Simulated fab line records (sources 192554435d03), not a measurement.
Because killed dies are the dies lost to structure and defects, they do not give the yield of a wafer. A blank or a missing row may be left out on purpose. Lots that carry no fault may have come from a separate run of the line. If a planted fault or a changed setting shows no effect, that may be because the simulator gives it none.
Split-lot experiment || flow n5-finfet || 21 wafers read across 7 lots, on a route 1938 steps long

THE SPLIT ITSELF
At N5_BEOL_M12_SPUTTER_44 (material Ta, target thk 10 nm, time 16.13 s), the setting time-s was moved away from the recipe's 16.13 s on 11 of the 21 wafers read, by -9.9% to +12.0%. All remaining wafers had this setting at the recipe value.

The reading is taken at the split's own step.

THE READING
Ta_of_BEOL_M12_SPUTTER_44.thk-nm (the simulator's own value, which no gauge read), in nm, at N5_BEOL_M12_SPUTTER_44 (material Ta, target thk 10 nm, time 16.13 s). No usual value for it is given in the file. Average 10.2 nm, standard deviation 0.17 nm, over the 10 wafers here run with the recipe.

{"wafer": "L075.4", "tool, chamber at the split": "pvd-sputter-02, -", "time-s as run, s": 17.67, "against the recipe": "+9.5%", "Ta_of_BEOL_M12_SPUTTER_44.thk-nm, nm": 11, "against lot-mates on the recipe": "+0.8"}
{"wafer": "L075.5", "tool, chamber at the split": "pvd-sputter-02, -", "time-s as run, s": 17.67, "against the recipe": "+9.5%", "Ta_of_BEOL_M12_SPUTTER_44.thk-nm, nm": 10.8, "against lot-mates on the recipe": "+0.6"}
{"wafer": "L075.6", "tool, chamber at the split": "pvd-sputter-02, -", "time-s as run, s": 16.13, "against the recipe": "recipe", "Ta_of_BEOL_M12_SPUTTER_44.thk-nm, nm": 10.2, "against lot-mates on the recipe": "-"}
{"wafer": "L076.2", "tool, chamber at the split": "pvd-sputter-01, -", "time-s as run, s": 18.06, "against the recipe": "+12.0%", "Ta_of_BEOL_M12_SPUTTER_44.thk-nm, nm": 11.4, "against lot-mates on the recipe": "+1.4"}
{"wafer": "L076.5", "tool, chamber at the split": "pvd-sputter-01, -", "time-s as run, s": 18.06, "against the recipe": "+12.0%", "Ta_of_BEOL_M12_SPUTTER_44.thk-nm, nm": 11.4, "against lot-mates on the recipe": "+1.4"}
{"wafer": "L076.3", "tool, chamber at the split": "pvd-sputter-01, -", "time-s as run, s": 16.13, "against the recipe": "recipe", "Ta_of_BEOL_M12_SPUTTER_44.thk-nm, nm": 10, "against lot-mates on the recipe": "-"}
{"wafer": "L077.2", "tool, chamber at the split": "pvd-sputter-02, -", "time-s as run, s": 16.13, "against the recipe": "recipe", "Ta_of_BEOL_M12_SPUTTER_44.thk-nm, nm": 10.2, "against lot-mates on the recipe": "-"}
{"wafer": "L077.3", "tool, chamber at the split": "pvd-sputter-02, -", "time-s as run, s": 16.13, "against the recipe": "recipe", "Ta_of_BEOL_M12_SPUTTER_44.thk-nm, nm": 10.2, "against lot-mates on the recipe": "-"}
{"wafer": "L077.6", "tool, chamber at the split": "pvd-sputter-02, -", "time-s as run, s": 16.13, "against the recipe": "recipe", "Ta_of_BEOL_M12_SPUTTER_44.thk-nm, nm": 10.4, "against lot-mates on the recipe": "-"}
{"wafer": "L080.2", "tool, chamber at the split": "pvd-sputter-03, -", "time-s as run, s": 16.13, "against the recipe": "recipe", "Ta_of_BEOL_M12_SPUTTER_44.thk-nm, nm": 10.4, "against lot-mates on the recipe": "-"}
{"wafer": "L080.3", "tool, chamber at the split": "pvd-sputter-03, -", "time-s as run, s": 16.13, "against the recipe": "recipe", "Ta_of_BEOL_M12_SPUTTER_44.thk-nm, nm": 10.2, "against lot-mates on the recipe": "-"}
{"wafer": "L080.5", "tool, chamber at the split": "pvd-sputter-03, -", "time-s as run, s": 15.01, "against the recipe": "-6.9%", "Ta_of_BEOL_M12_SPUTTER_44.thk-nm, nm": 9.6, "against lot-mates on the recipe": -0.7}
{"wafer": "L087.1", "tool, chamber at the split": "pvd-sputter-01, -", "time-s as run, s": 16.13, "against the recipe": "recipe", "Ta_of_BEOL_M12_SPUTTER_44.thk-nm, nm": 9.8, "against lot-mates on the recipe": "-"}
{"wafer": "L087.3", "tool, chamber at the split": "pvd-sputter-01, -", "time-s as run, s": 17.66, "against the recipe": "+9.5%", "Ta_of_BEOL_M12_SPUTTER_44.thk-nm, nm": 11, "against lot-mates on the recipe": "+1.2"}
{"wafer": "L087.4", "tool, chamber at the split": "pvd-sputter-01, -", "time-s as run, s": 17.66, "against the recipe": "+9.5%", "Ta_of_BEOL_M12_SPUTTER_44.thk-nm, nm": 11, "against lot-mates on the recipe": "+1.2"}
{"wafer": "L092.4", "tool, chamber at the split": "pvd-sputter-01, -", "time-s as run, s": 14.53, "against the recipe": "-9.9%", "Ta_of_BEOL_M12_SPUTTER_44.thk-nm, nm": 9, "against lot-mates on the recipe": -1.2}
{"wafer": "L092.6", "tool, chamber at the split": "pvd-sputter-01, -", "time-s as run, s": 14.53, "against the recipe": "-9.9%", "Ta_of_BEOL_M12_SPUTTER_44.thk-nm, nm": 9, "against lot-mates on the recipe": -1.2}
{"wafer": "L092.5", "tool, chamber at the split": "pvd-sputter-01, -", "time-s as run, s": 16.13, "against the recipe": "recipe", "Ta_of_BEOL_M12_SPUTTER_44.thk-nm, nm": 10.2, "against lot-mates on the recipe": "-"}
{"wafer": "L097.1", "tool, chamber at the split": "pvd-sputter-02, -", "time-s as run, s": 16.13, "against the recipe": "recipe", "Ta_of_BEOL_M12_SPUTTER_44.thk-nm, nm": 10, "against lot-mates on the recipe": "-"}
{"wafer": "L097.4", "tool, chamber at the split": "pvd-sputter-02, -", "time-s as run, s": 15.02, "against the recipe": "-6.9%", "Ta_of_BEOL_M12_SPUTTER_44.thk-nm, nm": 9.4, "against lot-mates on the recipe": -0.6}
{"wafer": "L097.6", "tool, chamber at the split": "pvd-sputter-02, -", "time-s as run, s": 15.02, "against the recipe": "-6.9%", "Ta_of_BEOL_M12_SPUTTER_44.thk-nm, nm": 9, "against lot-mates on the recipe": -1.0}

FIT RESULTS
A straight line over all 21 wafers: Ta_of_BEOL_M12_SPUTTER_44.thk-nm changes by +0.102 nm for each +1% of time-s; r = +0.97; the points scatter about the line by 0.19 nm.
The same after taking each lot's own level away (the mean of its wafers on the recipe; 21 wafers): +0.111 nm for each +1%; r = +0.98; scatter 0.16 nm.
According to that fit, moving time-s by its largest amount changes the reading by 1.3 nm.
Measured against the standard deviation above, the lots' own levels, which go from 9.80 to 10.30 nm, span 2.9 times it.
The two slopes are in agreement: the lot-to-lot level therefore moves the slope only a little.
Check: with one of the wafers moved furthest among these (+12.0%) left out of the fit, the line predicts +1.29 nm for it against its lot-mates. It came out at +1.4 nm against them.

FURTHER SPLITS ON THESE WAFERS
Other splits were also applied to these wafers ahead of the reading. Each is held against what the fit with the lots' levels taken away leaves over:
{"other split on the same wafers": "N5_BEOL_M11_ALD_74 ald-cycles", "wafers away from the commonest value": 5, "r with Ta_of_BEOL_M12_SPUTTER_44.thk-nm (lot level and that fit taken away)": "+0.44"}

THE FILE'S OWN FIT
Ta_of_BEOL_M12_SPUTTER_44.thk-nm changes by +0.11 nm for each +1% of time-s, r = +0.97.
